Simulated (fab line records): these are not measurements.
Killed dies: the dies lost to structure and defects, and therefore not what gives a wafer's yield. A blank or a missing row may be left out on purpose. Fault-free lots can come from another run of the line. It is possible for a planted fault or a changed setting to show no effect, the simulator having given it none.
Matching of chambers	flow nandHarc	rieDiel-03 running NHARC_A_BLC_STRIP_21: 4 sister chambers
The step strips in O2. 22 wafers are shown with their chamber, then 11 later ones without.

EACH WAFER AND ITS CHAMBER
wafer	chamber	showerheadPlenumPTorr (Torr)	drypumpMotorCurrentA (A)	oesProductAu (a.u.)
L074.2	2	3.74	5.6	1.000
L074.3	0	3.41	6.6	0.993
L074.5	3	3.51	5.3	0.994
L076.2	0	3.41	6.7	1.001
L076.4	3	3.51	5.3	0.996
L076.5	2	3.74	5.6	1.008
L082.2	3	3.50	5.3	1.002
L082.3	0	3.41	6.7	0.992
L082.6	3	3.50	5.3	0.980
L083.1	1	3.49	5.8	0.984
L083.2	0	3.41	6.7	1.002
L083.4	2	3.73	5.6	0.994
L085.3	3	3.50	5.3	0.984
L085.4	1	3.49	5.7	0.983
L085.6	3	3.50	5.3	0.990
L086.1	1	3.49	5.8	0.987
L086.3	2	3.73	5.6	0.994
L086.4	0	3.41	6.7	1.007
L079.1	1	3.49	5.7	0.989
L079.3	2	3.73	5.6	0.987
L079.5	0	3.41	6.7	1.001
L087.1	1	3.49	5.8	0.993

SIGNATURES, as means of the wafers listed above
reading	chamber 0	chamber 1	chamber 2	chamber 3	scatter within a chamber
showerheadPlenumPTorr	3.4100	3.4900	3.7340	3.5033	0.00375
drypumpMotorCurrentA	6.683	5.760	5.600	5.300	0.0336
oesProductAu	0.99933	0.98720	0.99660	0.99100	0.00668
Rule: for each reading, subtract the chamber's mean from the wafer's reading, divide by that reading's scatter and square the result; add these up over the readings and take the root, which gives the wafer's distance from the chamber. If the next closest chamber is less than 2 further off than the closest, the wafer can't be placed; otherwise it belongs to the closest. How the scatter is found: for the shown wafers, subtract from each reading the mean of its chamber, square and add these, divide the total by (wafers less chambers), then take the root.

WAFERS MISSING THEIR CHAMBER
wafer	showerheadPlenumPTorr (Torr)	drypumpMotorCurrentA (A)	oesProductAu (a.u.)
L087.2	3.73	5.6	0.987
L087.5	3.50	5.3	0.988
L088.3	3.49	5.7	0.993
L088.4	3.41	6.7	0.994
L088.5	3.73	5.6	0.980
L092.1	3.40	6.7	0.994
L092.5	3.73	5.6	0.995
L092.6	3.49	5.8	0.984
L097.2	3.50	5.3	0.989
L097.3	3.49	5.8	0.989
L097.6	3.50	5.3	0.999

CHAMBER TAKEN BY EACH
wafer	from the rows above	in truth
L087.2	2	2
L087.5	3	3
L088.3	1	1
L088.4	0	0
L088.5	2	2
L092.1	0	0
L092.5	2	2
L092.6	1	1
L097.2	3	3
L097.3	1	1
L097.6	3	3
11 of 11 placed correctly. Can't be placed from these rows: 0. 0 placed wrongly.
